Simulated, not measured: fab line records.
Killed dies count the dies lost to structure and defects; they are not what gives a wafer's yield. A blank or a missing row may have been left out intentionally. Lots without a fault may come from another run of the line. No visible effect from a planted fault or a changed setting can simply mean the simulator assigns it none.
fab line records | flow nand_harc
record: lots: 24 wafers: 72 last_day: 34
route steps=1302 shown A_CONTACT@1016
lots untouched by any fault: they come from a run of this same line in which no faults occurred
start_h: hours from the record's first day to the start of the lot's first wafer shown | wait_h: hours from the lot's prior step to this one | " identical to the entry in the row above | L1.1+2: a single row standing in for several wafers | - either no value or no given start | * or withheld: withheld | < > ~ a bound
route shown NAME@n: NAME is a module with steps in the file, n the number in the route of the first one | usual: mean/standard deviation taken from wafers without a fault | same: alike in all rows | chamber/n: place in a boat | sites: each site's reading | _std_site: the values' standard deviation | _edge_site: the outer-site mean with the inner-site mean subtracted | radius_mm: for every site, how far away it sits from the centre of the wafer | mask NAME#n: copy n | behind: the most recent tool/chamber to have shaped the wafer | hold: why the lot was held/for how many hours/how that ended | device: names the non-switching transistor (n, p or np) | end of line: the same wafers' tests at the end of the route | where a step has no rows: the recipe by itself | killed: dies lost to structure and defects at the first sort, not the wafer's yield | map: dies across one wafer; x = killed, . = not, _ = none there
set.NAME: the run value of the setting; set.NAME@STEP: its run value at that earlier step | model.NAME: the simulator's own value behind a step, which no gauge read
route steps across a sampled set of lots; one table per step, one row per wafer
services: when a tool's chamber went out of use (start_h, in hours from the record's first day, below 0 if earlier), for how many hours, and the reason
== steps ==
step: NHARC_A_CONTACT_ETCH_122
recipe: source_w: withheld pressure_mtorr: 20 bias_v: 3000 time_s: 190 target_depth_a: 18500 ar_flow_sccm: withheld c4f8_flow_sccm: withheld o2_flow_sccm: withheld chemistry: C4F8/O2/Ar
columns lot.wafer tool chamber start_h wait_h rf_hours_counter_h
L076.2 har_cap_etch-02 0 505.75 0.1 89
L076.1 " 1 " " 89
L076.3 " 1 " " -
L075.3 har_cap_etch-03 1 505.92 0.1 -
L075.5 " 1 " " -
L075.6 " 0 " " -
L074.1 har_cap_etch-02 1 508.35 0.1 92
L074.2 " 0 " " 92
L074.5 " 1 " " -
L077.2 har_cap_etch-03 1 519.56 0.1 45
L077.3 " 1 " " -
L077.6 " 1 " " -
L078.2 har_cap_etch-01 0 534.84 0.1 5
L078.4 " 0 " " -
L078.5 " 1 " " -
L079.3 har_cap_etch-01 0 552.02 0.1 -
L079.4 " 1 " " -
L079.5 " 0 " " -
L082.1 har_cap_etch-02 0 563.91 0.1 101
L082.5 " 0 " " -
L082.6 " 1 " " -
L080.3 har_cap_etch-01 1 564.58 0.1 -
L080.5 " 1 " " -
L080.6 " 0 " " -
L081.1 har_cap_etch-03 1 589.77 0.1 54
L081.4 " 0 " " -
L081.3 " 1 " " -
L083.1 har_cap_etch-02 0 592.93 0.1 106
L083.6 " 0 " " -
L083.5 " 1 " " -
L085.1 har_cap_etch-01 1 597.27 0.1 15
L085.3 " 1 " " -
L085.5 " 1 " " -
L084.1 har_cap_etch-03 0 598.00 0.1 56
L084.3 " 0 " " -
L084.6 " 1 " " -
L086.1 har_cap_etch-02 0 619.93 0.1 112
L086.4 " 1 " " -
L086.5 " 0 " " -
L088.1 har_cap_etch-03 1 636.27 0.1 63
L088.4 " 0 " " -
L088.5 " 1 " " -
L090.1 har_cap_etch-01 1 640.43 0.1 23
L090.2 " 0 " " 23
L090.3 " 1 " " -
L087.2 har_cap_etch-03 0 640.83 0.1 65
L087.1 " 1 " " 65
L087.3 " 1 " " -
L091.1 har_cap_etch-02 0 645.76 0.1 115
L091.6 " 0 " " -
L091.5 " 1 " " -
L089.3 har_cap_etch-03 1 648.53 0.1 -
L089.6 " 0 " " -
L089.5 " 1 " " -
L092.2 har_cap_etch-01 1 664.35 0.2 31
L092.1 " 0 " " 31
L092.5 " 1 " " -
L095.1 har_cap_etch-02 1 690.15 0.1 123
L095.4 " 1 " " -
L095.3 " 0 " " -
L094.1 har_cap_etch-03 1 693.98 0.1 76
L094.3 " 0 " " -
L094.4 " 1 " " -
L093.2 har_cap_etch-01 1 694.53 0.1 35
L093.4 " 1 " " -
L093.6 " 0 " " -
L096.1 har_cap_etch-02 0 723.95 0.1 129
L096.4 " 1 " " -
L096.6 " 0 " " -
L097.2 har_cap_etch-03 0 726.96 0.1 82
L097.1 " 1 " " 82
L097.5 " 1 " " -
step: NHARC_A_CONTACT_ETCH_90
recipe: target_depth_a: 400 over_etch_frac: 0.5 time_s: 85.7 ion_energy_ev: 120 ch3f_flow_sccm: 50 o2_flow_sccm: 30 ar_flow_sccm: 200 rf_w: 500 bias_w: 100 chemistry: CH3F/O2
usual: drypump_motor_current_A: 5.9/0.47 oes_product_au: 0.97/0.038 rf_fwd_power_W: 496.3/2.3 rf_vpp_V: 244.6/2 showerhead_plenum_p_Torr: 2.48/0.13 throttle_valve_pct: 20.662/0.0093
columns lot.wafer tool chamber start_h wait_h drypump_motor_current_A oes_product_au rf_fwd_power_W rf_hours_counter_h rf_vpp_V showerhead_plenum_p_Torr throttle_valve_pct
L076.3 rie_diel-09 1 506.90 0.6 6.3 1.01 499.0 0 241.4 2.33 20.675
L076.1 " 2 " " 6.0 1.00 494.8 0 248.1 2.66 20.654
L076.2 " 0 " " 5.2 1.01 496.4 0 246.0 2.61 20.676
L075.3 rie_diel-08 3 507.06 0.8 6.3 0.91 496.0 44 245.7 2.62 20.669
L075.5 " 0 " " 4.9 0.92 497.2 - 246.4 2.64 20.672
L075.6 " 1 " " 6.5 0.92 498.0 - 244.4 2.39 20.688
L074.1 rie_diel-09 1 509.50 0.9 6.4 1.00 494.4 0 242.3 2.33 20.659
L074.2 " 3 " " 5.7 1.00 496.7 0 242.6 2.43 20.660
L074.5 " 2 " " 6.0 0.99 491.7 - 247.1 2.66 20.665
L077.2 rie_diel-09 1 520.74 0.9 6.4 1.01 499.0 2 243.6 2.33 20.681
L077.3 " 2 " " 6.0 1.00 492.5 3 247.9 2.66 20.660
L077.6 " 0 " " 5.1 1.02 494.4 - 245.5 2.61 20.659
L078.4 rie_diel-09 0 536.00 0.7 5.1 0.95 498.2 5 247.1 2.61 20.653
L078.2 " 3 " " 5.7 0.93 497.4 5 242.7 2.42 20.662
L078.5 " 0 " " 5.1 0.95 497.7 - 245.5 2.60 20.667
L079.3 rie_diel-09 0 553.15 0.8 5.2 1.02 497.3 6 247.3 2.60 20.661
L079.5 " 3 " " 5.7 0.99 498.3 - 244.6 2.42 20.675
L079.4 " 0 " " 5.2 1.01 498.3 - 246.0 2.60 20.660
L082.1 rie_diel-11 1 565.11 0.9 6.2 1.00 495.9 42 242.4 2.38 20.665
L082.6 " 2 " " 6.7 1.00 497.9 - 243.0 2.40 20.676
L082.5 " 3 " " 6.1 1.01 494.0 - 244.3 2.47 20.655
L080.3 rie_diel-09 3 565.68 0.7 5.7 1.00 498.3 8 244.2 2.42 20.650
L080.6 " 2 " " 6.0 1.00 494.3 - 246.9 2.66 20.658
L080.5 " 3 " " 5.7 1.00 502.1 - 244.8 2.42 20.675
L081.3 rie_diel-09 3 590.90 0.6 5.7 0.95 494.4 12 244.1 2.42 20.641
L081.1 " 0 " " 5.2 0.95 494.2 12 246.4 2.60 20.654
L081.4 " 1 " " 6.3 0.94 496.6 13 243.3 2.32 20.658
L083.1 rie_diel-11 2 594.12 0.9 6.6 0.90 495.7 57 244.3 2.40 20.667
L083.5 " 0 " " 6.2 0.92 496.7 - 240.9 2.28 20.652
L083.6 " 2 " " 6.6 0.91 496.6 - 244.3 2.40 20.658
L085.3 rie_diel-11 2 598.39 0.6 6.6 0.92 495.5 58 244.7 2.39 20.652
L085.1 " 0 " " 6.2 0.92 495.4 51 241.0 2.28 20.669
L085.5 " 0 " " 6.2 0.93 495.7 - 241.9 2.28 20.661
L084.1 rie_diel-11 0 599.16 0.9 6.2 0.99 500.1 51 241.4 2.28 20.655
L084.3 " 2 " " 6.6 1.00 495.0 58 242.9 2.39 20.675
L084.6 " 2 " " 6.6 0.99 496.3 - 244.8 2.39 20.659
L086.1 rie_diel-08 2 621.14 0.9 5.5 0.93 495.4 20 244.7 2.45 20.662
L086.4 " 1 " " 6.5 1.02 496.2 17 243.1 2.37 20.652
L086.5 " 2 " " 5.5 0.93 495.7 - 243.6 2.45 20.655
L088.1 rie_diel-11 2 637.38 0.8 6.6 0.98 500.6 6 242.6 2.39 20.653
L088.4 " 3 " " 6.1 0.98 496.6 4 244.8 2.46 20.659
L088.5 " 3 " " 6.1 0.98 496.5 - 244.4 2.46 20.672
L090.2 rie_diel-09 2 641.58 0.8 6.0 1.00 492.0 22 247.4 2.65 20.657
L090.1 " 3 " " 5.7 1.00 497.9 19 243.0 2.42 20.668
L090.3 " 1 " " 6.3 1.01 500.0 20 241.9 2.32 20.667
L087.2 rie_diel-09 2 641.99 0.9 6.0 0.92 493.1 22 248.0 2.65 20.668
L087.1 " 3 " " 5.7 0.94 497.3 19 245.5 2.42 20.661
L087.3 " 0 " " 5.2 0.96 494.5 19 246.9 2.60 20.677
L091.1 rie_diel-09 0 646.92 0.9 5.2 1.02 494.5 21 247.2 2.60 20.654
L091.6 " 3 " " 5.7 1.00 498.2 - 243.4 2.42 20.653
L091.5 " 0 " " 5.2 1.01 496.2 - 245.7 2.60 20.663
L089.3 rie_diel-11 0 649.61 0.6 6.2 1.00 495.6 7 247.3 2.66 20.673
L089.5 " 3 " " 6.1 0.99 495.5 - 244.5 2.46 20.663
L089.6 " 0 " " 6.2 1.00 496.1 - 246.6 2.66 20.667
L092.1 rie_diel-09 0 665.77 1.0 5.2 0.93 496.9 27 245.4 2.60 20.658
L092.2 " 1 " " 6.3 0.93 497.2 29 242.3 2.32 20.650
L092.5 " 3 " " 5.7 0.93 497.5 - 243.9 2.42 20.659
L095.3 rie_diel-08 3 691.30 0.6 6.3 0.91 497.1 44 245.4 2.59 20.675
L095.1 " 1 " " 6.5 0.94 499.6 43 243.0 2.36 20.650
L095.4 " 2 " " 5.5 0.92 496.0 43 245.1 2.44 20.659
L094.1 rie_diel-09 2 695.10 0.8 6.0 0.94 495.2 1 246.9 2.65 20.664
L094.4 " 3 " " 5.7 0.91 496.3 1 244.6 2.42 20.672
L094.3 " 0 " " 5.2 0.96 495.8 1 246.6 2.59 20.665
L093.2 rie_diel-09 0 695.68 0.9 5.2 1.00 498.4 1 245.3 2.59 20.663
L093.4 " 1 " " 6.3 1.00 498.1 1 241.2 2.31 20.657
L093.6 " 0 " " 5.2 1.00 496.8 - 246.2 2.59 20.659
L096.1 rie_diel-09 2 725.08 0.8 6.0 0.91 495.7 6 246.5 2.65 20.661
L096.4 " 3 " " 5.7 0.90 495.6 6 242.8 2.41 20.663
L096.6 " 2 " " 6.0 0.92 494.0 - 247.0 2.65 20.664
L097.1 rie_diel-11 1 728.10 0.8 6.2 1.00 495.2 33 242.9 2.36 20.651
L097.2 " 3 " " 6.1 0.98 495.9 36 243.3 2.45 20.641
L097.5 " 1 " " 6.2 1.00 496.0 - 242.5 2.36 20.665
step: NHARC_A_CONTACT_CD_MEAS_53
usual: cd_nm: 289.6/0.68
columns lot.wafer tool chamber start_h wait_h cd_nm
L076.1 cd_sem-03 - 507.12 - 289.8
L076.2 " - " " 289.3
L076.3 " - " " 288.9
L075.3 cd_sem-01 - 507.24 - 289.8
L075.5 " - " " 289.4
L075.6 " - " " 289.6
L074.1 cd_sem-03 - 509.72 - 288.3
L074.2 " - " " 289.1
L074.5 " - " " 289.1
L077.2 cd_sem-03 - 520.93 - 289.0
L077.3 " - " " 289.8
L077.6 " - " " 289.2
L078.2 cd_sem-01 - 536.22 - 290.1
L078.4 " - " " 289.5
L078.5 " - " " 289.4
L079.3 cd_sem-03 - 553.38 - 289.6
L079.4 " - " " 289.6
L079.5 " - " " 290.5
L082.1 cd_sem-03 - 565.28 - 289.9
L082.5 " - " " 289.8
L082.6 " - " " 290.8
L080.3 cd_sem-02 - 565.89 - 290.8
L080.5 " - " " 290.1
L080.6 " - " " 290.4
L081.1 cd_sem-02 - 591.10 - 289.6
L081.3 " - " " 289.9
L081.4 " - " " 289.2
L083.1 cd_sem-03 - 594.33 - 289.6
L083.5 " - " " 289.5
L083.6 " - " " 290.0
L085.1 cd_sem-01 - 598.65 - 290.0
L085.3 " - " " 290.9
L085.5 " - " " 289.7
L084.1 cd_sem-02 - 599.41 - 288.9
L084.3 " - " " 290.0
L084.6 " - " " 289.8
L086.1 cd_sem-03 - 621.36 - 290.0
L086.4 " - " " 289.9
L086.5 " - " " 290.5
L088.1 cd_sem-02 - 637.60 - 289.4
L088.4 " - " " 289.6
L088.5 " - " " 289.8
L090.1 cd_sem-03 - 641.79 - 289.6
L090.2 " - " " 289.7
L090.3 " - " " 288.5
L087.1 cd_sem-03 - 642.20 - 289.7
L087.2 " - " " 290.3
L087.3 " - " " 289.3
L091.1 cd_sem-01 - 647.12 - 290.2
L091.5 " - " " 290.2
L091.6 " - " " 290.2
L089.3 cd_sem-01 - 649.82 - 289.2
L089.5 " - " " 289.2
L089.6 " - " " 289.8
L092.1 cd_sem-01 - 665.96 - 290.1
L092.2 " - " " 289.8
L092.5 " - " " 290.4
L095.1 cd_sem-02 - 691.51 - 288.2
L095.3 " - " " 288.9
L095.4 " - " " 288.3
L094.1 cd_sem-03 - 695.32 - 289.3
L094.3 " - " " 289.7
L094.4 " - " " 289.9
L093.2 cd_sem-03 - 696.02 - 290.0
L093.4 " - " " 290.2
L093.6 " - " " 290.5
L096.1 cd_sem-01 - 725.29 - 287.8
L096.4 " - " " 288.2
L096.6 " - " " 288.2
L097.1 cd_sem-01 - 728.33 - 288.6
L097.2 " - " " 289.1
L097.5 " - " " 288.7
step: NHARC_A_CONTACT_CD_MEAS_69
recipe: target_cd_nm: 300 landing_energy_ev: 500
usual: cd_nm: 300.4/0.5
columns lot.wafer tool chamber start_h wait_h cd_nm
L076.1 cd_sem-03 0 512.01 - 299.8
L076.2 " 0 " " 300.3
L076.3 " 0 " " 301.4
L075.3 cd_sem-01 0 512.19 - 300.1
L075.5 " 0 " " 299.7
L075.6 " 0 " " 299.3
L074.1 cd_sem-03 0 515.14 - 299.8
L074.2 " 0 " " 301.0
L074.5 " 0 " " 300.0
L077.2 cd_sem-01 0 527.53 - 300.4
L077.3 " 0 " " 300.8
L077.6 " 0 " " 301.0
L078.2 cd_sem-03 0 541.32 - 300.7
L078.4 " 0 " " 301.2
L078.5 " 0 " " 301.3
L079.3 cd_sem-02 0 563.14 - 300.4
L079.4 " 0 " " 300.8
L079.5 " 0 " " 300.3
L082.1 cd_sem-02 0 570.12 - 299.7
L082.5 " 0 " " 299.7
L082.6 " 0 " " 299.7
L080.3 cd_sem-01 0 570.78 - 301.2
L080.5 " 0 " " 300.4
L080.6 " 0 " " 300.2
L081.1 cd_sem-03 0 597.14 - 300.4
L081.3 " 0 " " 300.4
L081.4 " 0 " " 300.5
L083.1 cd_sem-02 0 602.22 - 300.7
L083.5 " 0 " " 300.5
L083.6 " 0 " " 300.2
L085.1 cd_sem-01 0 606.08 - 301.2
L085.3 " 0 " " 300.9
L085.5 " 0 " " 300.6
L084.1 cd_sem-03 0 607.17 - 300.8
L084.3 " 0 " " 300.3
L084.6 " 0 " " 300.6
L086.1 cd_sem-03 0 626.93 - 300.7
L086.4 " 0 " " 300.6
L086.5 " 0 " " 300.0
L088.1 cd_sem-03 0 642.52 - 299.9
L088.4 " 0 " " 300.7
L088.5 " 0 " " 300.0
L090.1 cd_sem-03 0 646.93 - 300.6
L090.2 " 0 " " 300.8
L090.3 " 0 " " 300.0
L087.1 cd_sem-03 0 648.61 - 300.7
L087.2 " 0 " " 300.2
L087.3 " 0 " " 300.2
L091.1 cd_sem-02 0 652.11 - 300.6
L091.5 " 0 " " 300.4
L091.6 " 0 " " 300.7
L089.3 cd_sem-02 0 655.52 - 300.4
L089.5 " 0 " " 300.1
L089.6 " 0 " " 299.2
L092.1 cd_sem-03 0 671.84 - 300.3
L092.2 " 0 " " 300.2
L092.5 " 0 " " 300.9
L095.1 cd_sem-01 0 696.49 - 300.9
L095.3 " 0 " " 300.8
L095.4 " 0 " " 300.9
L094.1 cd_sem-01 0 700.39 - 300.4
L094.3 " 0 " " 299.7
L094.4 " 0 " " 300.6
L093.2 cd_sem-03 0 702.89 - 300.8
L093.4 " 0 " " 300.8
L093.6 " 0 " " 300.9
L096.1 cd_sem-01 0 731.52 - 300.4
L096.4 " 0 " " 300.0
L096.6 " 0 " " 300.7
L097.1 cd_sem-03 0 734.76 - 299.9
L097.2 " 0 " " 299.2
L097.5 " 0 " " 300.5
step: NHARC_A_CONTACT_OVL_MEAS_70
usual: overlay_x_nm: 0.0/0.76 overlay_y_nm: 0.0/0.83
columns lot.wafer tool chamber start_h wait_h overlay_x_nm overlay_y_nm
L076.1 overlay-01 - 512.10 - 1.0 -1.0
L076.2 " - " " 0.8 -1.3
L076.3 " - " " 0.6 -1.2
L075.3 overlay-02 - 512.28 - 0.9 -0.4
L075.5 " - " " 0.1 -0.3
L075.6 " - " " 0.8 -0.9
L074.1 overlay-01 - 515.23 - 1.2 0.0
L074.2 " - " " 1.2 1.2
L074.5 " - " " 1.5 0.4
L077.2 overlay-02 - 527.61 - 1.4 0.2
L077.3 " - " " 1.1 0.3
L077.6 " - " " 1.3 0.2
L078.2 overlay-01 - 541.41 - -0.5 1.3
L078.4 " - " " -0.6 1.4
L078.5 " - " " -0.8 1.0
L079.3 overlay-02 - 563.22 - -0.3 -0.9
L079.4 " - " " 0.1 -1.2
L079.5 " - " " 0.2 -1.5
L082.1 overlay-02 - 570.20 - -0.1 -0.2
L082.5 " - " " 0.0 -0.2
L082.6 " - " " 0.8 -0.5
L080.3 overlay-02 - 570.87 - 0.2 0.0
L080.5 " - " " -0.6 -0.8
L080.6 " - " " 0.4 -0.1
L081.1 overlay-02 - 597.23 - 0.1 0.9
L081.3 " - " " -0.3 1.4
L081.4 " - " " -0.5 1.0
L083.1 overlay-02 - 602.30 - 1.5 -0.1
L083.5 " - " " 0.9 0.3
L083.6 " - " " 0.9 -0.1
L085.1 overlay-02 - 606.17 - 0.0 1.3
L085.3 " - " " -0.2 2.0
L085.5 " - " " -0.4 2.0
L084.1 overlay-02 - 607.26 - 0.3 0.5
L084.3 " - " " 0.9 0.0
L084.6 " - " " 0.3 -0.1
L086.1 overlay-01 - 627.02 - -1.4 0.7
L086.4 " - " " -1.6 0.1
L086.5 " - " " -1.1 0.2
L088.1 overlay-02 - 642.61 - -1.2 -0.6
L088.4 " - " " -0.7 -0.1
L088.5 " - " " -0.7 -0.4
L090.1 overlay-01 - 647.02 - -1.0 0.3
L090.2 " - " " -0.8 1.1
L090.3 " - " " -0.8 0.9
L087.1 overlay-01 - 648.70 - 0.0 0.7
L087.2 " - " " -0.1 0.0
L087.3 " - " " 0.2 -0.1
L091.1 overlay-02 - 652.20 - -0.5 0.4
L091.5 " - " " -0.3 0.0
L091.6 " - " " -0.8 0.0
L089.3 overlay-02 - 655.61 - 0.1 1.3
L089.5 " - " " 0.2 0.8
L089.6 " - " " 0.5 2.0
L092.1 overlay-02 - 671.93 - 0.4 -0.1
L092.2 " - " " -0.5 -0.3
L092.5 " - " " 0.6 -0.3
L095.1 overlay-01 - 696.58 - -1.5 -0.4
L095.3 " - " " -1.4 0.1
L095.4 " - " " -0.6 -0.1
L094.1 overlay-02 - 700.48 - -0.4 -0.9
L094.3 " - " " 0.0 -0.8
L094.4 " - " " 0.1 -0.9
L093.2 overlay-02 - 702.98 - 0.7 -1.1
L093.4 " - " " 0.8 -0.7
L093.6 " - " " 0.3 -0.6
L096.1 overlay-02 - 731.61 - -1.1 -0.1
L096.4 " - " " -0.4 -0.2
L096.6 " - " " -0.5 -0.2
L097.1 overlay-01 - 734.85 - 0.2 -1.1
L097.2 " - " " 0.6 -1.4
L097.5 " - " " 0.2 -1.0
step: NHARC_A_CONTACT_INSPECT_71
usual: raw_defect_count: 85/33
columns lot.wafer tool chamber start_h wait_h raw_defect_count
L076.1 defect_inspect-01 - 512.14 0.0 112
L076.2 " - " " 130
L076.3 " - " " 133
L075.3 defect_inspect-02 - 512.31 0.0 96
L075.5 " - " " 101
L075.6 " - " " 96
L074.1 defect_inspect-02 - 515.26 0.0 104
L074.2 " - " " 104
L074.5 " - " " 97
L077.2 defect_inspect-01 - 527.65 0.0 104
L077.3 " - " " 121
L077.6 " - " " 101
L078.2 defect_inspect-01 - 541.44 0.0 107
L078.4 " - " " 88
L078.5 " - " " 93
L079.3 defect_inspect-01 - 563.26 0.0 120
L079.4 " - " " 119
L079.5 " - " " 110
L082.1 defect_inspect-02 - 570.24 0.0 29
L082.5 " - " " 28
L082.6 " - " " 32
L080.3 defect_inspect-01 - 570.90 0.0 78
L080.5 " - " " 105
L080.6 " - " " 96
L081.1 defect_inspect-02 - 597.27 0.0 133
L081.3 " - " " 121
L081.4 " - " " 144
L083.1 defect_inspect-01 - 602.34 0.0 14
L083.5 " - " " 20
L083.6 " - " " 14
L085.1 defect_inspect-02 - 606.20 0.0 102
L085.3 " - " " 118
L085.5 " - " " 116
L084.1 defect_inspect-01 - 607.30 0.0 90
L084.3 " - " " 76
L084.6 " - " " 75
L086.1 defect_inspect-02 - 627.06 0.0 102
L086.4 " - " " 92
L086.5 " - " " 110
L088.1 defect_inspect-02 - 642.65 0.0 67
L088.4 " - " " 80
L088.5 " - " " 78
L090.1 defect_inspect-01 - 647.06 0.0 79
L090.2 " - " " 78
L090.3 " - " " 85
L087.1 defect_inspect-02 - 648.74 0.0 93
L087.2 " - " " 82
L087.3 " - " " 95
L091.1 defect_inspect-02 - 652.23 0.0 137
L091.5 " - " " 134
L091.6 " - " " 169
L089.3 defect_inspect-02 - 655.64 0.0 68
L089.5 " - " " 74
L089.6 " - " " 64
L092.1 defect_inspect-01 - 671.97 0.0 34
L092.2 " - " " 28
L092.5 " - " " 41
L095.1 defect_inspect-01 - 696.62 0.0 78
L095.3 " - " " 84
L095.4 " - " " 87
L094.1 defect_inspect-02 - 700.52 0.0 23
L094.3 " - " " 33
L094.4 " - " " 27
L093.2 defect_inspect-02 - 703.01 0.0 66
L093.4 " - " " 62
L093.6 " - " " 69
L096.1 defect_inspect-01 - 731.64 0.0 75
L096.4 " - " " 79
L096.6 " - " " 84
L097.1 defect_inspect-01 - 734.89 0.0 79
L097.2 " - " " 89
L097.5 " - " " 95
== services ==
columns tool chamber start_h hours kind
rie_diel-11 0 485.74 1.2 repair
rie_diel-09 0 488.89 4.7 repair
rie_diel-09 - 497.14 9.0 pm
rie_diel-09 0 497.14 9.0 vent_cycle
rie_diel-09 1 497.14 9.0 vent_cycle
rie_diel-09 2 497.14 9.0 vent_cycle
rie_diel-09 3 497.14 9.0 vent_cycle
har_cap_etch-01 - 498.16 17.0 pm
rie_diel-09 0 506.14 - clean
rie_diel-09 1 506.14 - clean
rie_diel-09 1 539.40 16.1 repair
rie_diel-08 - 544.93 9.0 pm
rie_diel-08 1 558.67 8.7 repair
rie_diel-08 - 586.61 0.7 repair
rie_diel-11 1 592.30 20.3 repair
har_cap_etch-02 - 596.77 0.3 repair
rie_diel-11 - 612.99 9.0 pm
rie_diel-09 - 620.17 1.2 repair
rie_diel-09 - 674.14 9.0 pm
rie_diel-08 3 700.99 14.5 repair
rie_diel-11 2 702.89 3.4 repair
har_cap_etch-01 - 707.27 0.3 repair
rie_diel-08 - 723.74 9.0 pm
rie_diel-09 3 725.36 9.6 repair
== key ==
fault none
